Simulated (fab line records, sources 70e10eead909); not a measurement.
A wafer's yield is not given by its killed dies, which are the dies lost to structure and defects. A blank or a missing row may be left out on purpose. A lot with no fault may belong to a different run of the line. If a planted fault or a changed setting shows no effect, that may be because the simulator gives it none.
Which tool is to blame?	flow nandHarc	6 lots, 18 wafers sampled, at 5 steps of a route of 1302

WHAT EACH GAUGE READ, for each wafer
NHARC_END_SORT_01.
lot	measured	on	killedAtArray
L905	day 29 09:03	prober-01	35 43 42

EACH LOT AND THE TOOL THAT RAN IT (in order: tool; ch and the chambers of the sampled wafers; start)
lot	NHARC_A_CHANNEL_HOLE_D2_ETCH_25	NHARC_A_CHANNEL_FILL_D2_ALD_14	NHARC_A_CHANNEL_FILL_D2_ANNEAL_22	NHARC_A_CHANNEL_FILL_D2_CMP_10
L896	harEtch-02 ch 0,1, day 14 09:28	aldHk-01 ch 0,1,3, day 14 20:05	furnace-06 ch 0, day 15 21:17	cmp-02 ch 0,1,3, day 16 12:38
L899	harEtch-01 ch 0,1, day 15 06:16	aldHk-03 ch 1,2,3, day 15 16:13	furnace-02 ch 0, day 16 16:14	cmp-03 ch 0,3, day 17 08:47
L900	harEtch-02 ch 0,1, day 16 00:30	aldHk-02 ch 2,3, day 16 08:39	furnace-03 ch 0, day 17 11:15	cmp-02 ch 0,1, day 18 02:32
L905	harEtch-02 ch 0,1, day 18 06:26	aldHk-01 ch 1,3, day 18 17:28	furnace-06 ch 0, day 19 19:07	cmp-02 ch 0,1,2, day 20 10:46
L909	harEtch-02 ch 0,1, day 19 17:32	aldHk-01 ch 0,3, day 20 01:13	furnace-03 ch 0, day 21 02:24	cmp-02 ch 0,1,3, day 21 17:50
L910	harEtch-01 ch 0, day 20 03:44	aldHk-03 ch 0,2, day 20 14:13	furnace-06 ch 0, day 21 17:32	cmp-03 ch 0,2, day 22 08:43
- NHARC_A_CHANNEL_HOLE_D2_ETCH_25: etches the open film in C4F8/O2/Ar, time 1040.2 s, target depth 1500 nm.
- NHARC_A_CHANNEL_FILL_D2_ALD_14: deposits SiO2, target thk 2.5 nm, pulse time 10 s, ald cycles 25.
- NHARC_A_CHANNEL_FILL_D2_ANNEAL_22: time 7200 s.
- NHARC_A_CHANNEL_FILL_D2_CMP_10: polishes, target thk 150 nm.

THE ANSWER, worked out from the rows above alone
Rule: the lots themselves supply what counts as usual. The widest of any qualifying gaps counts: lots, ordered by their means at a reading, are off when they make up no more than a third of the lots, leave a main group of 4 or more, and stand apart from it by 3 or more times the standard deviation of that group's means. If all means in a main group match to the digits the tables above print for the reading, that group is not used. Also off: a lot with no number at a reading for which 4 or more lots have one. All remaining lots with rows at the step are treated as sound.
Across all readings shown, no lot is off: no conclusion can be drawn from this.

WHAT THE SIMULATOR HAD PUT IN
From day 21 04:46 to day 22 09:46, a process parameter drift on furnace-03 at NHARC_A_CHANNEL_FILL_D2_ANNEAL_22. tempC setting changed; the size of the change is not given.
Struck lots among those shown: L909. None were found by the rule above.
